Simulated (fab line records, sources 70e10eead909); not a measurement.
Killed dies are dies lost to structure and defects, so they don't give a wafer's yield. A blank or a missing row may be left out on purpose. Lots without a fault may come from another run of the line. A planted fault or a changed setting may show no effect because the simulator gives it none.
A struck lot beside a sound one | flow nand_harc | 15 steps out of a route of 1302
Sound: wafers L558.4, L558.5, L558.6. Struck: wafers L548.1, L548.5. (L548.2 of the same lot was not struck and is left out.) The cause comes at the end.
At each step with rows: each side's tool, then ch and its chambers, then its first start. Under that, the readings that differ: sound wafers | struck wafers | difference of the means | sigmas: that difference in standard deviations of wafers without a fault.
alike: readings whose means differ by less than 2 such deviations, and words and numbers that are the same on both sides. not compared: withheld readings, readings that some wafer has no value for, bounds like >300 that may hide the same value, and numbers for which the record gives no deviation and whose values overlap.
The two part at a step that has a row with sigmas, a row that says differs or no value, or rows on one side only. Numbers that don't overlap but have no deviation are shown without sigmas and don't part them. A reading that every wafer of one side lacks parts them only if that side has two wafers or more.

first, 1 step without rows for these wafers: NHARC_A_CONTACT_ETCH_118 (etches the open film in C4F8/O2/Ar, time 190 s, target depth 1850 nm).
NHARC_A_CONTACT_ETCH_119: etches the open film in C4F8/O2/Ar, time 190 s, target depth 1850 nm.
  sound on har_cap_etch-01 ch 0,1, day 29 07:51; struck on har_cap_etch-01 ch 0,1, day 26 01:44
  not compared: rf_hours_counter_h
NHARC_A_CONTACT_ETCH_120: etches the open film in C4F8/O2/Ar, time 190 s, target depth 1850 nm.
  sound on har_cap_etch-01 ch 0,1, day 29 08:01; struck on har_cap_etch-01 ch 0,1, day 26 01:54
  not compared: rf_hours_counter_h
then, 1 step without rows for these wafers: NHARC_A_CONTACT_ETCH_121 (etches the open film in C4F8/O2/Ar, time 190 s, target depth 1850 nm).
NHARC_A_CONTACT_ETCH_122: etches the open film in C4F8/O2/Ar, time 190 s, target depth 1850 nm.
  sound on har_cap_etch-01 ch 0,1, day 29 08:22; struck on har_cap_etch-01 ch 0,1, day 26 02:15
  not compared: rf_hours_counter_h
then, 2 steps without rows for these wafers: NHARC_A_CONTACT_ETCH_123 (etches the open film in C4F8/O2/Ar, time 490 s, target depth 2110 nm); NHARC_A_CONTACT_ETCH_90 (etches the open film in CH3F/O2, target depth 40 nm, time 85.7 s).
NHARC_A_CONTACT_ETCH_96: etches the open film in C4F6/O2, target depth 20 nm, time 10 s.
  sound on rie_diel-03 ch 0,1,3; struck on rie_diel-03 ch 0,1
  alike: drypump_motor_current_A, oes_product_au, rf_vpp_V, showerhead_plenum_p_Torr, throttle_valve_pct
  not compared: rf_hours_counter_h
NHARC_A_CONTACT_CD_MEAS_53:
  sound on cd_sem-02, day 29 09:41; struck on cd_sem-02, day 26 03:37
  alike: cd_nm
then, 3 steps without rows for these wafers: NHARC_A_CONTACT_STRIP_99 (strips in N2/H2); NHARC_A_CONTACT_STRIP_100 (strips in CF4/CHF3); NHARC_A_CONTACT_STRIP_101 (strips in O2/COS).
NHARC_A_CONTACT_ETCH_102: etches the open film in CF4/O2, target depth 100 nm, overetch 10 nm, time 55 s.
  sound on rie_diel-04 ch 1,2, day 29 09:59; struck on rie_diel-03 ch 1,2, day 26 03:58
  reading               | sound             | struck      | difference | sigmas
  oes_product_au (a.u.) | 0.991 0.990 0.998 | 0.945 0.929 | -0.056     | -8
  alike: drypump_motor_current_A, rf_vpp_V, showerhead_plenum_p_Torr, throttle_valve_pct
  not compared: rf_hours_counter_h
NHARC_A_CONTACT_STRIP_55: strips in O2.
  sound on rie_diel-04 ch 0,2,3; struck on rie_diel-03 ch 0,1
  alike: drypump_motor_current_A, oes_product_au, rf_vpp_V, showerhead_plenum_p_Torr, throttle_valve_pct
  not compared: rf_hours_counter_h
-- the record jumps here: 3 days lie between the struck wafers' starts before and after (it left off in module A_CONTACT and takes up again in module END, whose first step shown is number 1302 of the route) --
NHARC_END_SORT_01:
  the record has rows for the struck wafers here (prober-01 ch 0, day 29 07:59) and none for the sound ones

WHERE THEY PART
First at NHARC_A_CONTACT_ETCH_102; last, within this record, at NHARC_END_SORT_01.

WHY: what the simulator had put in
Process parameter drift: rie_diel-03, from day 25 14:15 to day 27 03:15, at NHARC_A_CONTACT_ETCH_102. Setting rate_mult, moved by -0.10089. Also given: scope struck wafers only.
